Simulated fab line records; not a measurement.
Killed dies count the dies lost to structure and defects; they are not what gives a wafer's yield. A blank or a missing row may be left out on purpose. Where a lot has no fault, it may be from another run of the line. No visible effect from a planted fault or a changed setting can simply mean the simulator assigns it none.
fab line records | flow n5-finfet
[record] lots = 8 wafers = 24 last-day = 16
route steps=1938 shown BEOL_M2@925 BEOL_M3@934 BEOL_M4@1111 PASSIVATION@1936
lots that met no fault: taken from a fault-free run of the same line
start-h: hours from the record's first day to the start of the lot's first wafer shown | wait-h: hours since the lot's step before | " the same as in the row above | L1.1+2: several wafers, shown together as one row | - no value present, or no start provided | * or withheld: withheld | < > ~ a bound
route shown NAME@n: a module of which the file shows steps, and the number in the route of the first | usual: mean/standard deviation taken from wafers without a fault | same: alike in all rows | chamber/n: place in a boat | sites: each site's reading | _std_site: standard deviation of those values | _edge_site: mean of outer sites minus mean of inner sites | radius-mm: how far each site lies from the wafer's centre | mask NAME#n: copy n | behind: tool/chamber where the wafer was last shaped | hold: why the lot was held/for how many hours/how that ended | device: names the non-switching transistor (n, p or np) | end of line: the route-end tests of the same wafers | step lacking rows: just its recipe | killed: at the first sort, the dies lost to defects and structure; wafer yield is something else | map: a wafer's dies, x killed, . not, _ none there
set.NAME: the setting as run; set.NAME@STEP: as run at that earlier step | model.NAME: the simulator's own value behind a step, which no gauge read
one table for each step of the route and one row for each wafer, over a sample of lots
services: from which hour (start-h, from the record's first day; less than 0 if before it) a tool's chamber was out of use, for how many hours, and why
[[steps]]
[step N5_BEOL_M2_PRE_CLEAN_60]
[recipe] gas = NH3/H2 time-s = 15 temp-c = * rf-power-w = 300
[usual] heater-power-outer-w = 12/5.5 heater-power-w = 77/10
[same] time-s = 15
// columns lot.wafer tool chamber start-h wait-h heater-power-outer-w heater-power-w
L259.3 cvd-co-02 0 159.31 0.0 6 76
L259.4 " 1 " " 13 85
L259.5 " 2 " " 10 72
L262.4 cvd-co-02 0 167.88 0.1 6 75
L262.5 " 2 " " 10 75
L262.6 " 1 " " 13 84
L263.2 cvd-co-02 1 174.80 0.0 14 86
L263.3 " 0 " " 6 76
L263.6 " 0 " " 6 77
L269.3 cvd-co-02 2 219.15 0.0 10 74
L269.4 " 1 " " 14 84
L269.6 " 0 " " 6 76
L272.4 cvd-co-02 2 231.91 0.1 11 74
L272.5 " 1 " " 14 85
L272.6 " 0 " " 6 77
L273.1 cvd-co-01 1 233.17 0.0 6 60
L273.3 " 2 " " 13 76
L273.4 " 2 " " 12 73
L274.1 cvd-co-02 0 234.36 0.0 6 76
L274.2 " 2 " " 11 73
L274.6 " 2 " " 11 74
L275.1 cvd-co-01 0 258.68 0.0 23 95
L275.2 " 2 " " 13 76
L275.3 " 1 " " 6 60
[step N5_BEOL_M2_DEP_57]
[recipe] material = SiCN target-thk-a = 80 temp-c = withheld precursor = 3MS/NH3 pressure-torr = 3 rf-w = 202 time-s = 14
[usual] showerhead-plenum-p-Torr = 3.658/0.023 throttle-valve-pct = 9.0/0.49
[same] time-s = 14
// columns lot.wafer tool chamber start-h wait-h showerhead-plenum-p-Torr throttle-valve-pct
L259.3 pecvd-03 1 159.47 0.0 3.651 8.5
L259.4 " 1 " " 3.640 8.4
L259.5 " 0 " " 3.686 9.4
L262.4 pecvd-01 1 168.03 0.0 3.705 9.4
L262.5 " 0 " " 3.631 9.1
L262.6 " 2 " " 3.639 8.6
L263.2 pecvd-02 0 174.96 0.0 3.652 9.7
L263.3 " 1 " " 3.660 8.3
L263.6 " 1 " " 3.647 8.7
L269.3 pecvd-02 1 219.31 0.0 3.658 8.3
L269.4 " 0 " " 3.648 9.4
L269.6 " 1 " " 3.662 8.4
L272.4 pecvd-01 2 232.06 0.0 3.630 8.5
L272.5 " 1 " " 3.694 9.4
L272.6 " 0 " " 3.631 9.6
L273.1 pecvd-01 0 233.33 0.0 3.640 9.7
L273.3 " 2 " " 3.643 8.9
L273.4 " 1 " " 3.696 9.6
L274.1 pecvd-01 2 234.52 0.0 3.627 8.9
L274.2 " 1 " " 3.691 9.3
L274.6 " 0 " " 3.631 9.1
L275.1 pecvd-03 0 258.83 0.0 3.683 9.2
L275.2 " 2 " " 3.680 8.6
L275.3 " 1 " " 3.650 8.4
[step N5_BEOL_M3_HM_DEP_02]
[recipe] material = TiN target-thk-a = 200 temp-c = 25 chamber-pressure-pa = 0.49996
[usual] substrate-temp-c = 25.01/0.11 throttle-valve-pct = 30.5/0.79
// columns lot.wafer tool chamber start-h wait-h substrate-temp-c throttle-valve-pct
L259.3 pvd-sputter-01 - 161.58 1.9 25.19 30.3
L259.4 " - " " 24.96 29.6
L259.5 " - " " 25.04 30.5
L262.4 pvd-sputter-01 - 170.77 2.5 24.93 30.5
L262.5 " - " " 25.11 29.7
L262.6 " - " " 24.93 29.9
L263.2 pvd-sputter-03 - 175.58 0.4 24.88 30.5
L263.3 " - " " 25.15 31.1
L263.6 " - " " 25.01 30.4
L269.3 pvd-sputter-03 - 220.09 0.5 25.13 31.3
L269.4 " - " " 25.17 30.5
L269.6 " - " " 25.06 31.0
L272.4 pvd-sputter-03 - 233.78 1.5 24.93 31.2
L272.5 " - " " 25.15 30.6
L272.6 " - " " 25.22 31.8
L273.1 pvd-sputter-03 - 234.36 0.8 25.15 32.0
L273.3 " - " " 24.88 30.9
L273.4 " - " " 24.95 30.6
L274.1 pvd-sputter-02 - 237.53 2.7 24.84 31.2
L274.2 " - " " 24.78 29.7
L274.6 " - " " 25.15 30.4
L275.1 pvd-sputter-01 - 259.79 0.7 24.94 30.3
L275.2 " - " " 25.01 29.5
L275.3 " - " " 25.03 29.9
[step N5_BEOL_M3_INSPECT_13]
[recipe] mode = adi inspect-instrument = brightfield
[usual] raw-defect-count = 480/100
// columns lot.wafer tool chamber start-h wait-h raw-defect-count
L259.3 defect-inspect-01 - 162.18 0.0 534
L259.4 " - " " 433
L259.5 " - " " 481
L262.4 defect-inspect-02 - 171.38 0.0 454
L262.5 " - " " 392
L262.6 " - " " 505
L263.2 defect-inspect-02 - 176.18 0.0 744
L263.3 " - " " 572
L263.6 " - " " 500
L269.3 defect-inspect-02 - 220.69 0.0 345
L269.4 " - " " 475
L269.6 " - " " 409
L272.4 defect-inspect-01 - 234.41 0.0 544
L272.5 " - " " 646
L272.6 " - " " 383
L273.1 defect-inspect-02 - 234.84 0.1 515
L273.3 " - " " 396
L273.4 " - " " 381
L274.1 defect-inspect-02 - 238.01 0.1 405
L274.2 " - " " 498
L274.6 " - " " 457
L275.1 defect-inspect-01 - 260.39 0.1 405
L275.2 " - " " 423
L275.3 " - " " 337
[step N5_BEOL_M3_HM_OPEN_17]
[recipe] chemistry = Cl2/BCl3 target-depth-a = 200 overetch-a = 60 target = TiN mask-material = SOC ion-energy-ev = 150 pressure-mtorr = 10 icp-w = 1000 bias-w = 126 Cl2_flow_sccm = 53.25 bcl3-flow-sccm = 21.75 Ar_flow_sccm = 25
[usual] drypump-motor-current-A = 5.8/0.42 oes-product-au = 0.66/0.064 throttle-valve-pct = 22.03/0.096
// columns lot.wafer tool chamber start-h wait-h drypump-motor-current-A oes-product-au rf-hours-counter-h throttle-valve-pct
L259.3 rie-metal-03 0 162.49 0.1 5.2 0.75 - 22.02
L259.4 " 1 " " 5.7 0.61 - 22.02
L259.5 " 0 " " 5.3 0.75 - 22.03
L262.4 rie-metal-02 1 171.69 0.1 5.5 0.61 - 22.16
L262.5 " 1 " " 5.5 0.61 - 22.16
L262.6 " 0 " " 5.9 0.77 - 21.86
L263.2 rie-metal-02 0 176.46 0.0 5.9 0.76 11 21.87
L263.3 " 1 " " 5.5 0.60 - 22.16
L263.6 " 1 " " 5.5 0.61 - 22.16
L269.3 rie-metal-02 1 221.00 0.1 5.4 0.60 - 22.15
L269.4 " 0 " " 5.9 0.75 - 21.87
L269.6 " 1 " " 5.5 0.60 - 22.17
L272.4 rie-metal-03 1 234.72 0.1 5.7 0.59 - 22.03
L272.5 " 1 " " 5.7 0.59 - 22.02
L272.6 " 0 " " 5.2 0.72 - 22.04
L273.1 rie-metal-02 0 235.12 0.0 5.9 0.87 16 21.66
L273.3 " 1 " " 5.5 0.70 - 21.99
L273.4 " 0 " " 5.9 0.87 - 21.67
L274.1 rie-metal-01 1 238.43 0.0 5.8 0.62 66 21.95
L274.2 " 0 " " 6.6 0.69 27 22.08
L274.6 " 1 " " 5.8 0.63 - 21.94
L275.1 rie-metal-03 1 260.68 0.0 5.7 0.58 81 22.04
L275.2 " 0 " " 5.2 0.72 16 22.06
L275.3 " 1 " " 5.7 0.58 - 22.07
[step N5_BEOL_M3_ETCHBACK_99]
[recipe] chemistry = CHF3 target = SiO2 target-depth-a = 50 time-s = 10.4 source-w = 215 bias-w = 47 Ar_flow_sccm = 200 CHF3_flow_sccm = 12 ion-energy-ev = 100 pressure-mtorr = 30
[usual] drypump-motor-current-A = 5.80/0.28 oes-product-au = 0.76/0.078 rf-vpp-V = 241.2/1.9 showerhead-plenum-p-Torr = 2.15/0.062 throttle-valve-pct = 17.21/0.25
[same] time-s = 10.4
// columns lot.wafer tool chamber start-h wait-h drypump-motor-current-A oes-product-au rf-hours-counter-h rf-vpp-V showerhead-plenum-p-Torr throttle-valve-pct
L259.3 rie-diel-04 0 165.23 1.8 5.84 0.78 147 242.7 2.23 17.36
L259.4 " 3 " " 5.46 0.74 209 238.9 2.13 17.30
L259.5 " 3 " " 5.46 0.73 - 239.7 2.13 17.32
L262.4 rie-diel-02 1 179.10 5.5 5.90 0.71 208 244.0 2.13 17.41
L262.5 " 3 " " 5.59 0.67 - 239.2 2.20 17.26
L262.6 " 2 " " 5.34 0.77 - 240.0 2.07 16.89
L263.2 rie-diel-04 3 179.10 1.8 5.46 0.73 211 237.4 2.13 17.29
L263.3 " 0 " " 5.83 0.76 150 240.7 2.23 17.37
L263.6 " 0 " " 5.84 0.77 - 242.1 2.23 17.37
L269.3 rie-diel-02 2 222.93 0.9 5.33 0.77 156 237.9 2.07 16.91
L269.4 " 0 " " 6.09 0.74 - 241.2 2.15 17.33
L269.6 " 2 " " 5.33 0.76 - 239.9 2.06 16.91
L272.4 rie-diel-02 2 237.84 2.2 5.34 0.75 - 239.1 2.06 16.90
L272.5 " 0 " " 6.07 0.74 - 240.9 2.15 17.33
L272.6 " 1 " " 5.90 0.70 - 242.0 2.12 17.44
L273.1 rie-diel-06 0 238.01 2.1 5.84 0.48 250 242.9 2.20 17.47
L273.3 " 2 " " 5.79 0.46 198 243.0 2.23 17.25
L273.4 " 2 " " 5.77 0.47 - 245.0 2.23 17.25
L274.1 rie-diel-06 3 243.13 3.2 6.15 0.78 104 243.0 2.08 17.20
L274.2 " 2 " " 5.77 0.71 201 242.5 2.23 17.28
L274.6 " 3 " " 6.12 0.78 - 243.0 2.08 17.21
L275.1 rie-diel-04 3 268.18 6.5 5.46 0.71 236 238.6 2.12 17.36
L275.2 " 2 " " 5.79 0.87 54 241.9 2.10 16.47
L275.3 " 1 " " 6.22 0.91 45 242.1 2.28 17.13
[step N5_BEOL_M3_OCD_MEAS_38]
[usual] trench-depth-nm = 55.4/0.96
// columns lot.wafer tool chamber start-h wait-h trench-depth-nm
L259.3 ocd-01 - 165.62 - 55.3
L259.4 " - " " 56.5
L259.5 " - " " 56.1
L262.4 ocd-01 - 179.50 - 55.4
L262.5 " - " " 53.6
L262.6 " - " " 55.9
L263.2 ocd-01 - 179.51 - 55.6
L263.3 " - " " 55.9
L263.6 " - " " 56.2
L269.3 ocd-01 - 223.33 - 55.8
L269.4 " - " " 55.2
L269.6 " - " " 55.1
L272.4 ocd-01 - 238.21 - 54.9
L272.5 " - " " 54.2
L272.6 " - " " 55.3
L273.1 ocd-02 - 238.40 - 30.2
L273.3 " - " " 23.0
L273.4 " - " " 24.7
L274.1 ocd-01 - 243.52 - 55.5
L274.2 " - " " 55.6
L274.6 " - " " 54.8
L275.1 ocd-01 - 268.57 - 55.9
L275.2 " - " " 57.1
L275.3 " - " " 57.5
[step N5_BEOL_M4_RC_MEAS_101]
[usual] DIBL_N = 36.3/1.4 DIBL_P = 35.7/1.5 IOFF_N = 0.155/0.022 IOFF_P = 0.204/0.027 ION_N = 671/9 ION_P = 459/6.2 SS_N = 71.5/0.54 SS_P = 73.1/0.56 VT_N = 250.2/2.6 VT_P = -251/3.3
// columns lot.wafer tool chamber start-h wait-h DIBL_N[mV/V] DIBL_P[mV/V] IOFF_N[nA/um] IOFF_P[nA/um] ION_N[uA/um] ION_P[uA/um] SS_N[mV/dec] SS_P[mV/dec] VT_N[mV] VT_P[mV]
L259.3 prober-02 0 183.83 0.3 37.2 36.6 0.163 0.231 675 466 71.6 73.9 247.0 -247
L259.4 " 0 " " 35.4 34.2 0.129 0.187 664 461 70.4 73.0 253.1 -248
L259.5 " 0 " " 34.5 32.8 0.117 0.180 659 458 70.5 72.1 252.6 -250
L262.4 prober-02 0 191.64 0.5 36.2 35.2 0.150 0.229 666 468 71.1 73.1 252.7 -247
L262.5 " 0 " " 34.4 33.4 0.129 0.214 670 471 70.6 72.0 251.9 -250
L262.6 " 0 " " 36.4 34.8 0.161 0.235 667 461 70.9 73.4 248.3 -247
L263.2 prober-01 0 192.17 0.6 37.8 37.2 0.193 0.243 674 465 71.1 74.0 246.9 -246
L263.3 " 0 " " 35.7 35.6 0.148 0.210 670 464 70.6 73.3 250.1 -248
L263.6 " 0 " " 36.8 37.0 0.185 0.239 691 470 71.4 73.5 247.2 -246
L269.3 prober-01 0 240.33 0.3 38.0 37.9 0.180 0.227 677 463 71.9 73.6 247.7 -250
L269.4 " 0 " " 35.7 35.1 0.140 0.175 677 456 71.7 73.2 252.3 -255
L269.6 " 0 " " 35.8 35.1 0.141 0.172 655 449 71.4 72.9 253.1 -254
L272.4 prober-01 0 253.56 0.5 36.8 34.0 0.151 0.169 666 454 71.4 72.9 248.8 -257
L272.5 " 0 " " 36.0 33.6 0.138 0.161 667 451 71.5 72.5 253.7 -254
L272.6 " 0 " " 35.6 33.8 0.136 0.166 671 457 71.4 73.1 252.2 -256
L273.1 prober-02 0 255.69 0.0 38.7 36.4 0.170 0.212 677 462 72.5 73.1 246.9 -247
L274.1 prober-01 0 262.78 0.0 34.9 35.8 0.145 0.190 661 450 70.1 73.0 249.7 -254
L274.2 " 0 " " 36.1 37.2 0.155 0.208 665 454 71.3 73.4 249.4 -252
L274.6 " 0 " " 35.9 37.0 0.153 0.198 667 455 72.1 73.4 251.5 -255
L275.1 prober-01 0 279.97 0.0 38.2 37.2 0.163 0.226 675 460 71.5 73.5 251.9 -251
L275.2 " 0 " " 39.4 38.3 0.194 0.262 683 467 71.7 74.3 246.3 -248
L275.3 " 0 " " 39.5 38.6 0.190 0.259 674 469 72.0 74.2 247.1 -249
[step N5_PASSIVATION_PROBE_49]
[usual] defect-limited-yield = 91.0/1.5 killed_at_M0_to_M3 = 36/12 killed_at_M4_up = 14/5.5 killed-at-contacts = 11/4.8 killed-at-front-end = 42/12 killed-at-other = 3.7/2.7 killed-dies = 106/18 killed-on-rim = 13/4.5 killed-open = 70/13 killed-short = 35/8.2 sort_bin_5_function = 5.3/1 sort_bin_6_memory = 3.3/0.69 sort-n-pass = 1074/18 sort-yield-pct = 91.0/1.5
[same] gross-dies = 1180 killed-at-back-side = 0 sort_bin_4_leakage[%] = 0 sort_bin_8_speed[%] = 0
// columns lot.wafer tool chamber start-h wait-h defect-limited-yield[%] killed_at_M0_to_M3 killed_at_M4_up killed-at-contacts killed-at-front-end killed-at-other killed-dies killed-on-rim killed-open killed-short sort_bin_5_function[%] sort_bin_6_memory[%] sort-n-pass sort-yield-pct[%]
L259.3 prober-01 - 297.13 0.1 88.9 32 15 23 55 6 131 17 81 47 7.0 3.4 1049 88.9
L259.4 prober-01 - 297.18 0.2 87.5 23 22 22 75 6 148 19 93 53 7.5 4.4 1032 87.5
L259.5 prober-01 - 297.23 0.2 90.8 41 9 15 42 2 109 11 76 31 5.3 3.7 1071 90.8
L262.4 prober-01 - 299.74 0.2 90.9 31 15 13 41 7 107 17 63 40 5.6 2.8 1073 90.9
L262.5 prober-01 - 299.79 0.2 92.0 30 12 12 31 9 94 4 54 39 4.9 2.9 1086 92.0
L262.6 prober-01 - 299.84 0.3 92.9 17 15 6 46 0 84 14 51 27 4.0 2.7 1096 92.9
L263.2 prober-01 - 300.51 0.1 88.7 51 12 11 55 4 133 14 89 42 7.3 3.6 1047 88.7
L263.3 prober-01 - 300.56 0.1 92.0 27 16 13 32 6 94 10 54 39 4.7 2.8 1086 92.0
L263.6 prober-01 - 300.71 0.3 89.8 38 17 11 51 3 120 16 87 32 5.9 4.0 1060 89.8
L269.3 prober-02 - 348.21 0.5 93.6 24 13 10 26 2 75 8 54 21 3.3 2.9 1105 93.6
L269.4 prober-02 - 348.26 0.6 89.8 32 20 7 57 4 120 17 76 44 6.2 3.6 1060 89.8
L269.6 prober-02 - 348.36 0.7 91.9 24 24 8 37 2 95 9 61 32 4.8 3.0 1085 91.9
L272.4 prober-01 - 348.74 0.2 88.3 60 14 8 53 3 138 24 80 56 7.5 3.5 1042 88.3
L272.5 prober-01 - 348.79 0.3 90.2 60 15 12 29 0 116 18 71 42 6.7 2.9 1064 90.2
L272.6 prober-01 - 348.84 0.3 91.4 45 7 14 34 2 102 9 64 37 5.8 2.5 1078 91.4
L274.1 prober-02 - 361.67 0.0 88.3 46 20 15 54 3 138 22 95 43 5.9 5.1 1042 88.3
L274.2 prober-02 - 361.72 0.1 88.3 43 19 7 64 5 138 22 88 49 6.9 4.2 1042 88.3
L274.6 prober-02 - 361.92 0.3 88.4 36 23 7 63 8 137 18 97 40 7.1 4.2 1043 88.4
L273.1 prober-01 - 363.64 0.0 48.6 530 24 7 44 1 606 122 62 47 47.8 3.1 574 48.6
L273.3 prober-01 - 363.74 0.1 36.0 687 20 5 39 4 755 145 66 34 59.7 3.9 425 36.0
L273.4 prober-01 - 363.79 0.2 39.0 649 22 4 44 1 720 10 55 27 58.0 2.9 460 39.0
L275.1 prober-02 - 382.26 0.0 90.4 34 21 12 43 3 113 14 75 35 5.3 4.1 1067 90.4
L275.2 prober-02 - 382.31 0.1 91.8 18 20 10 46 3 97 12 64 33 4.7 3.1 1083 91.8
L275.3 prober-02 - 382.36 0.1 93.5 14 13 12 34 4 77 11 51 26 3.2 2.9 1103 93.5
// killed by level:class
L259.3 MOL_CONTACT_COAG:geometric-particle:open=14 FIN_SAQP:geometric-particle:open=11 MOL_CONTACT_COAG:geometric-particle:short=9 FIN_SAQP:geometric-particle:short=8 DUMMY_GATE:geometric-particle:open=7 BEOL_M3:geometric-particle:open=7 BEOL_M4:geometric-particle:open=6 BEOL_M2:geometric-particle:open=6
L259.4 FIN_SAQP:geometric-particle:open=24 FIN_SAQP:geometric-particle:short=22 MOL_CONTACT_COAG:geometric-particle:open=16 BEOL_M4:geometric-particle:open=12 BEOL_M3:geometric-particle:open=10 MOL_CONTACT_COAG:geometric-particle:short=6 STI_FIN_REVEAL:geometric-particle:open=5 GATE_CUT:geometric-particle:short=4
L259.5 BEOL_M2:geometric-particle:open=16 FIN_SAQP:geometric-particle:open=12 MOL_CONTACT_COAG:geometric-particle:open=12 FIN_SAQP:geometric-particle:short=9 BEOL_M0_SAQP:geometric-particle:open=7 STI_FIN_REVEAL:geometric-particle:open=5 BEOL_M3:geometric-particle:open=5 DUMMY_GATE:geometric-particle:open=4
L262.4 FIN_SAQP:geometric-particle:open=14 MOL_CONTACT_COAG:geometric-particle:open=10 FIN_SAQP:geometric-particle:short=8 BEOL_M3:geometric-particle:open=7 BEOL_M1:geometric-particle:open=6 BEOL_M0_SAQP:geometric-particle:short=5 GATE_CUT:geometric-particle:short=5 PASS1_CAP:geometric-particle:open=4
L262.5 BEOL_M1:geometric-particle:open=9 FIN_SAQP:geometric-particle:open=6 DUMMY_GATE:geometric-particle:open=6 MOL_CONTACT_COAG:geometric-particle:short=6 MOL_CONTACT_COAG:geometric-particle:open=6 FIN_SAQP:geometric-particle:short=5 BEOL_M1:geometric-particle:short=5 BEOL_M0_SAQP:geometric-particle:short=4
L262.6 FIN_SAQP:geometric-particle:open=10 FIN_SAQP:geometric-particle:short=7 STI_FIN_REVEAL:geometric-particle:open=6 BEOL_M3:geometric-particle:open=6 MOL_CONTACT_COAG:geometric-particle:open=5 ILD0:geometric-particle:open=4 GATE_CUT:geometric-particle:short=4 BEOL_M7:geometric-particle:open=4
L263.2 STI_FIN_REVEAL:geometric-particle:open=21 BEOL_M3:geometric-particle:open=13 BEOL_M0_SAQP:geometric-particle:open=12 BEOL_M0_SAQP:geometric-particle:short=11 BEOL_M1:geometric-particle:open=8 FIN_SAQP:geometric-particle:short=7 DUMMY_GATE:geometric-particle:open=6 MOL_CONTACT_COAG:geometric-particle:open=6
L263.3 BEOL_M2:geometric-particle:open=11 MOL_CONTACT_COAG:geometric-particle:open=9 STI_FIN_REVEAL:geometric-particle:open=5 FIN_SAQP:geometric-particle:short=4 DUMMY_GATE:geometric-particle:open=4 GATE_CUT:geometric-particle:open=4 GATE_CUT:geometric-particle:short=4 MOL_CONTACT_COAG:geometric-particle:short=4
L263.6 STI_FIN_REVEAL:geometric-particle:open=22 FIN_SAQP:geometric-particle:open=9 MOL_CONTACT_COAG:geometric-particle:open=9 BEOL_M3:geometric-particle:open=8 BEOL_M0_SAQP:geometric-particle:open=7 BEOL_M0_SAQP:geometric-particle:short=6 BEOL_M2:geometric-particle:open=6 BEOL_M4:geometric-particle:open=6
L269.3 BEOL_M0_SAQP:geometric-particle:open=10 MOL_CONTACT_COAG:geometric-particle:open=8 BEOL_M0_SAQP:geometric-particle:short=8 FIN_SAQP:geometric-particle:open=5 STI_FIN_REVEAL:geometric-particle:open=5 FIN_SAQP:geometric-particle:short=4 STARTING-WAFER:geometric-particle:open=4 DUMMY_GATE:geometric-particle:open=3
L269.4 STI_FIN_REVEAL:geometric-particle:open=13 FIN_SAQP:geometric-particle:open=11 BEOL_M0_SAQP:geometric-particle:short=11 BEOL_M4:geometric-particle:open=9 BEOL_M2:geometric-particle:open=9 BEOL_M0_SAQP:geometric-particle:open=8 FIN_SAQP:geometric-particle:short=7 DUMMY_GATE:geometric-particle:open=7
L269.6 BEOL_M4:geometric-particle:open=15 STI_FIN_REVEAL:geometric-particle:open=7 BEOL_M0_SAQP:geometric-particle:open=6 BEOL_M1:geometric-particle:open=6 FIN_SAQP:geometric-particle:short=5 MOL_CONTACT_COAG:geometric-particle:open=5 BEOL_M1:geometric-particle:short=5 STI_FIN_REVEAL:geometric-particle:short=4
L272.4 BEOL_M0_SAQP:geometric-particle:short=14 BEOL_M1:geometric-particle:open=12 FIN_SAQP:geometric-particle:short=10 STI_FIN_REVEAL:geometric-particle:open=10 BEOL_M0_SAQP:geometric-particle:open=10 MOL_CONTACT_COAG:geometric-particle:open=7 BEOL_M1:geometric-particle:short=7 FIN_SAQP:geometric-particle:open=6
L272.5 BEOL_M1:geometric-particle:open=13 BEOL_M2:geometric-particle:open=13 BEOL_M1:geometric-particle:short=9 MOL_CONTACT_COAG:geometric-particle:open=8 BEOL_M0_SAQP:geometric-particle:short=8 BEOL_M0_SAQP:geometric-particle:open=8 STI_FIN_REVEAL:geometric-particle:open=7 BEOL_M4:geometric-particle:open=5
L272.6 MOL_CONTACT_COAG:geometric-particle:open=11 BEOL_M2:geometric-particle:open=11 FIN_SAQP:geometric-particle:short=8 BEOL_M0_SAQP:geometric-particle:open=8 BEOL_M0_SAQP:geometric-particle:short=8 STI_FIN_REVEAL:geometric-particle:open=6 BEOL_M2:geometric-particle:short=6 BEOL_M3:geometric-particle:open=6
L274.1 FIN_SAQP:geometric-particle:short=15 MOL_CONTACT_COAG:geometric-particle:open=15 STI_FIN_REVEAL:geometric-particle:open=12 BEOL_M0_SAQP:geometric-particle:open=12 BEOL_M0_SAQP:geometric-particle:short=10 FIN_SAQP:geometric-particle:open=9 BEOL_M1:geometric-particle:open=9 BEOL_M4:geometric-particle:open=6
L274.2 BEOL_M0_SAQP:geometric-particle:open=15 BEOL_M4:geometric-particle:open=12 FIN_SAQP:geometric-particle:short=11 BEOL_M0_SAQP:geometric-particle:short=10 STI_FIN_REVEAL:geometric-particle:open=9 FIN_SAQP:geometric-particle:open=8 DUMMY_GATE:geometric-particle:open=8 MOL_CONTACT_COAG:geometric-particle:open=7
L274.6 FIN_SAQP:geometric-particle:open=14 STI_FIN_REVEAL:geometric-particle:open=14 BEOL_M0_SAQP:geometric-particle:short=12 DUMMY_GATE:geometric-particle:open=11 BEOL_M4:geometric-particle:open=8 BEOL_M0_SAQP:geometric-particle:open=7 MOL_CONTACT_COAG:geometric-particle:open=6 BEOL_M3:geometric-particle:open=6
L273.1 BEOL_M3:area-open=491 FIN_SAQP:geometric-particle:short=16 BEOL_M0_SAQP:geometric-particle:short=11 BEOL_M4:geometric-particle:open=10 BEOL_M2:geometric-particle:open=8 GATE_CUT:geometric-particle:short=7 BEOL_M0_SAQP:geometric-particle:open=7 MOL_CONTACT_COAG:geometric-particle:open=6
L273.3 BEOL_M3:area-open=651 BEOL_M0_SAQP:geometric-particle:short=11 FIN_SAQP:geometric-particle:short=9 BEOL_M2:geometric-particle:open=9 BEOL_M4:geometric-particle:open=8 FIN_SAQP:geometric-particle:open=6 BEOL_M5:geometric-particle:open=5 FIN_CUT:geometric-particle:open=4
L273.4 BEOL_M3:area-open=634 BEOL_M4:geometric-particle:open=10 FIN_SAQP:geometric-particle:open=7 GATE_CUT:geometric-particle:short=6 GATE_CUT:geometric-particle:open=6 FIN_SAQP:geometric-particle:short=5 DUMMY_GATE:geometric-particle:open=5 MOL_CONTACT_COAG:geometric-particle:open=4
L275.1 FIN_SAQP:geometric-particle:open=14 BEOL_M3:geometric-particle:open=12 FIN_SAQP:geometric-particle:short=11 BEOL_M4:geometric-particle:open=9 MOL_CONTACT_COAG:geometric-particle:open=8 BEOL_M0_SAQP:geometric-particle:open=6 BEOL_M0_SAQP:geometric-particle:short=6 STARTING-WAFER:geometric-particle:short=6
L275.2 FIN_SAQP:geometric-particle:open=13 DUMMY_GATE:geometric-particle:open=9 MOL_CONTACT_COAG:geometric-particle:open=9 BEOL_M4:geometric-particle:open=7 FIN_SAQP:geometric-particle:short=6 STI_FIN_REVEAL:geometric-particle:open=6 BEOL_M0_SAQP:geometric-particle:short=5 GATE_CUT:geometric-particle:short=4
L275.3 MOL_CONTACT_COAG:geometric-particle:open=12 BEOL_M4:geometric-particle:open=8 FIN_SAQP:geometric-particle:open=7 GATE_CUT:geometric-particle:short=5 FIN_SAQP:geometric-particle:short=4 DUMMY_GATE:geometric-particle:open=4 BEOL_M0_SAQP:geometric-particle:short=4 BEOL_M2:geometric-particle:open=4
[[services]]
// columns tool chamber start-h hours kind
rie-diel-04 3 137.47 4.1 repair
cvd-co-01 2 137.86 8.4 repair
rie-diel-04 2 146.42 8.2 repair
pecvd-02 2 147.23 2.1 scheduled-down
cvd-co-01 - 165.80 3.2 repair
cvd-co-01 - 171.90 2.5 repair
rie-diel-04 - 173.81 2.7 repair
pecvd-03 0 176.21 9.7 repair
pecvd-02 0 177.37 5.5 scheduled-down
rie-metal-01 - 178.94 1.6 repair
rie-metal-03 - 205.01 2.8 pm
rie-diel-02 3 220.00 - clean
rie-diel-02 3 220.00 - consumable-replace:focus-ring
rie-diel-02 3 220.00 18.5 scheduled-down
rie-diel-02 3 220.00 18.5 vent-cycle
rie-diel-06 1 227.30 - clean
pecvd-03 1 232.91 4.1 repair
rie-diel-02 3 240.04 7.0 repair
rie-metal-01 - 241.19 1.0 repair
cvd-co-01 2 245.84 12.5 repair
pecvd-02 2 255.39 13.3 repair
rie-diel-04 3 256.08 4.6 repair
rie-metal-03 - 259.33 0.2 repair
cvd-co-01 - 262.09 4.3 pm
[[key]]
[first-sign] step = N5_BEOL_M3_ETCHBACK_99 reading = oes-product-au direction = down sigmas = 3.7 usual = 0.76 struck = 0.47
[effect] step = N5_BEOL_M3_OCD_MEAS_38 reading = trench-depth-nm direction = down sigmas = 31 usual = 55.4 struck = 26.0
[effect] step = N5_PASSIVATION_PROBE_49 reading = killed_at_M0_to_M3 direction = up sigmas = 51 usual = 36 struck = 622
[more-kills-born-at] N5_BEOL_M3_HM_OPEN_17@rie-metal-02 = 1776
met-at N5_BEOL_M3_HM_DEP_02
struck-lots L273
later-rows-left-out L273.3,L273.4
not-acting-at N5_BEOL_M2_PRE_CLEAN_60,N5_BEOL_M2_DEP_57,N5_BEOL_M3_INSPECT_13
onset-between 233.78 234.36
also-fits N5_BEOL_M3_HM_OPEN_17:rie-metal-02
[fault] kind = process-parameter-drift tool = pvd-sputter-03 chamber = - onset-h = 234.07 steps = N5_BEOL_M3_HM_DEP_02 channel = target-thk-a offset = * shape = step end-h = 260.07 acts-in = * stated = *
// later-rows-left-out: the simulator's readings of these wafers behind a module that went badly wrong aren't trusted and aren't shown, but for the sort
